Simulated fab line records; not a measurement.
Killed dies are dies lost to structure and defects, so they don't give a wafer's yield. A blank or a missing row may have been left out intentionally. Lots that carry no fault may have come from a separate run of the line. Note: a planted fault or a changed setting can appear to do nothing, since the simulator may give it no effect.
Chamber matching || flow nand harc || NHARC_P_M1_DEP_33 on pecvd-04 has 3 sister chambers
The step deposits SiCN, target thk 30 nm. 6 wafers are shown with their chamber, then 7 later ones without.

## WAFERS WITH THEIR CHAMBER
{"wafer": "L080.2", "chamber": 1, "heater power w (W)": 593, "heater power outer w (W)": 338}
{"wafer": "L081.2", "chamber": 2, "heater power w (W)": 652, "heater power outer w (W)": 385}
{"wafer": "L082.2", "chamber": 2, "heater power w (W)": 636, "heater power outer w (W)": 370}
{"wafer": "L082.5", "chamber": 0, "heater power w (W)": 495, "heater power outer w (W)": 278}
{"wafer": "L084.1", "chamber": 1, "heater power w (W)": 640, "heater power outer w (W)": 386}
{"wafer": "L084.2", "chamber": 0, "heater power w (W)": 435, "heater power outer w (W)": 236}

## WAFERS WITHOUT THEIR CHAMBER
{"wafer": "L084.6", "heater power w (W)": 690, "heater power outer w (W)": 406}
{"wafer": "L095.1", "heater power w (W)": 612, "heater power outer w (W)": 340}
{"wafer": "L095.2", "heater power w (W)": 620, "heater power outer w (W)": 377}
{"wafer": "L095.5", "heater power w (W)": 514, "heater power outer w (W)": 298}
{"wafer": "L097.1", "heater power w (W)": 595, "heater power outer w (W)": 335}
{"wafer": "L097.2", "heater power w (W)": 543, "heater power outer w (W)": 328}
{"wafer": "L097.4", "heater power w (W)": 593, "heater power outer w (W)": 335}

## EACH ONE'S CHAMBER
{"wafer": "L084.6", "from the rows above": "can't be placed: 2 or 1", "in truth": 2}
{"wafer": "L095.1", "from the rows above": "can't be placed: 1 or 2", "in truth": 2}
{"wafer": "L095.2", "from the rows above": "can't be placed: 1 or 2", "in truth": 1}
{"wafer": "L095.5", "from the rows above": "can't be placed: 0 or 1", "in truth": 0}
{"wafer": "L097.1", "from the rows above": "can't be placed: 1 or 2", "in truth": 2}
{"wafer": "L097.2", "from the rows above": "can't be placed: 1 or 0 or 2", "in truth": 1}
{"wafer": "L097.4", "from the rows above": "can't be placed: 1 or 2", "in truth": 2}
0 of 7 placed correctly. Unplaceable from these rows: 7, with the true chamber sitting among the candidates in 7. Wrongly placed: 0.
How it was worked out, from the rows above alone: a wafer's distance from a chamber is the root of the sum, over the readings, of the square of ((its reading less the chamber's mean) divided by the reading's scatter). The wafer belongs to the nearest chamber; if the next one is less than 2 further off, it can't be placed. The mean given for a chamber averages the wafers shown for that chamber. The scatter is the square root of a quotient: the sum, over the shown wafers, of each reading's squared deviation from its chamber's mean, divided by wafers minus chambers.
